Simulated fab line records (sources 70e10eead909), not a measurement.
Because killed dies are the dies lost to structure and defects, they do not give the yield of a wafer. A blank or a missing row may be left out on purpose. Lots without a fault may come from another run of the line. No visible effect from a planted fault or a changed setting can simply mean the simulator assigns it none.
Which tool did it? | flow nand_harc | 7 lots with 21 wafers sampled at 4 steps, on a route of 1302 steps

WHAT EACH GAUGE READ, for each wafer
NHARC_A_WL_FILL_INSPECT_15.
lot  | measured     | on                | raw_defect_count
L112 | day 21 23:10 | defect_inspect-02 | 397 464 428
L114 | day 23 03:01 | defect_inspect-02 | 416 614 427
L118 | day 24 16:32 | defect_inspect-01 | 426 448 524
L119 | day 25 05:43 | defect_inspect-02 | 497 634 599
L127 | day 28 23:18 | defect_inspect-01 | 430 386 351
L130 | day 29 15:54 | defect_inspect-01 | 357 456 539
L132 | day 31 07:10 | defect_inspect-02 | 600 525 617

WHICH TOOL RAN EACH LOT (tool, then ch and the chambers of the sampled wafers, then the start)
lot  | NHARC_A_WL_FILL_ETCHBACK_04       | NHARC_A_WL_FILL_STRIP_29           | NHARC_A_WL_FILL_ETCHBACK_17
L112 | rie_metal-03 ch 0,1, day 21 04:02 | rie_diel-01 ch 0,1, day 21 16:25   | rie_metal-03 ch 1, day 21 16:30
L114 | rie_metal-01 ch 0,1, day 22 08:31 | rie_diel-01 ch 0,3, day 22 20:32   | rie_metal-02 ch 0,1, day 22 20:37
L118 | rie_metal-02 ch 0,1, day 23 22:59 | rie_diel-02 ch 0,1,3, day 24 10:02 | rie_metal-01 ch 0,1, day 24 10:08
L119 | rie_metal-02 ch 0,1, day 24 09:05 | rie_diel-01 ch 0,2, day 24 23:13   | rie_metal-02 ch 0,1, day 24 23:20
L127 | rie_metal-02 ch 0,1, day 28 06:17 | rie_diel-01 ch 1,2,3, day 28 18:44 | rie_metal-01 ch 0,1, day 28 18:52
L130 | rie_metal-03 ch 0,1, day 28 23:35 | rie_diel-01 ch 0,2,3, day 29 09:32 | rie_metal-01 ch 0,1, day 29 09:37
L132 | rie_metal-03 ch 0,1, day 30 09:37 | rie_diel-01 ch 0,1,3, day 31 00:41 | rie_metal-02 ch 0,1, day 31 00:46
- NHARC_A_WL_FILL_ETCHBACK_04: etches the open film in NF3, target depth 60 nm, time 120 s.
- NHARC_A_WL_FILL_STRIP_29: strips in O2, time 20 s.
- NHARC_A_WL_FILL_ETCHBACK_17: etches the open film in Cl2/BCl3, target depth 4 nm, time 26.7 s.

THE ANSWER, worked out from the rows above alone
Rule: what is usual is taken from the lots themselves. The widest of any qualifying gaps counts: lots, ordered by their means at a reading, are off when they make up no more than a third of the lots, leave a main group of 4 or more, and stand apart from it by 3 or more times the standard deviation of that group's means. Not used: any main group whose means are identical at the precision the tables above print for the reading. A lot without any number at a reading at which 4 lots or more have one is off too. Where the step has rows for the other lots, those lots are counted as sound.
Across all readings shown, no lot is off: no conclusion can be drawn from this.

WHAT HAD BEEN PUT IN BY THE SIMULATOR
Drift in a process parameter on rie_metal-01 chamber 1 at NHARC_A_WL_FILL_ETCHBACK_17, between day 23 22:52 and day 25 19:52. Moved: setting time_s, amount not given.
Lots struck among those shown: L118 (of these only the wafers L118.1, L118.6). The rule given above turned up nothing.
